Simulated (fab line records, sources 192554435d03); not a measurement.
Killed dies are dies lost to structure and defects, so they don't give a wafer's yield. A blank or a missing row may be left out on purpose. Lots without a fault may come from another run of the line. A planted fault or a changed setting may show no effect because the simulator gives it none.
Chamber matching | flow n5_finfet | N5_BEOL_M10_STRIP_67 on rie_diel-04: 4 sister chambers
The step strips in CF4. 8 wafers are shown with their chamber, then 11 later ones without.

WAFERS WITH THEIR CHAMBER
wafer  | chamber | showerhead_plenum_p_Torr (Torr) | drypump_motor_current_A (A)
L080.4 | 3       | 1.89                            | 5.9
L085.1 | 1       | 1.88                            | 6.1
L086.1 | 0       | 1.87                            | 6.5
L086.4 | 3       | 1.89                            | 5.9
L088.1 | 2       | 1.76                            | 5.8
L088.3 | 0       | 1.87                            | 6.5
L088.4 | 1       | 1.88                            | 6.1
L089.1 | 2       | 1.75                            | 5.7

WAFERS WITHOUT THEIR CHAMBER
wafer  | showerhead_plenum_p_Torr (Torr) | drypump_motor_current_A (A)
L089.3 | 1.88                            | 5.9
L089.6 | 1.88                            | 5.9
L091.1 | 1.88                            | 6.0
L091.4 | 1.75                            | 5.7
L091.6 | 1.86                            | 6.5
L095.2 | 1.87                            | 6.1
L095.3 | 1.86                            | 6.5
L095.4 | 1.75                            | 5.8
L097.2 | 1.87                            | 6.1
L097.3 | 1.88                            | 6.0
L097.4 | 1.75                            | 5.7

WHICH CHAMBER EACH WENT THROUGH
wafer  | from the rows above     | in truth
L089.3 | 3                       | 3
L089.6 | 3                       | 3
L091.1 | can't be placed: 1 or 3 | 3
L091.4 | 2                       | 2
L091.6 | 0                       | 0
L095.2 | 1                       | 1
L095.3 | 0                       | 0
L095.4 | 2                       | 2
L097.2 | 1                       | 1
L097.3 | can't be placed: 1 or 3 | 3
L097.4 | 2                       | 2
Placed correctly: 9 of 11. Can't be placed from these rows: 2 (the true chamber is among the candidates in 2). Placed wrongly: 0.
How it was worked out, from the rows above alone: a wafer's distance from a chamber is the root of the sum, over the readings, of the square of ((its reading less the chamber's mean) divided by the reading's scatter). The wafer belongs to the nearest chamber; if the next one is less than 2 further off, it can't be placed. A chamber's mean is the mean of its shown wafers. The scatter: the root of (the sum of the squares of (reading less its chamber's mean) over the shown wafers, divided by (wafers less chambers)).
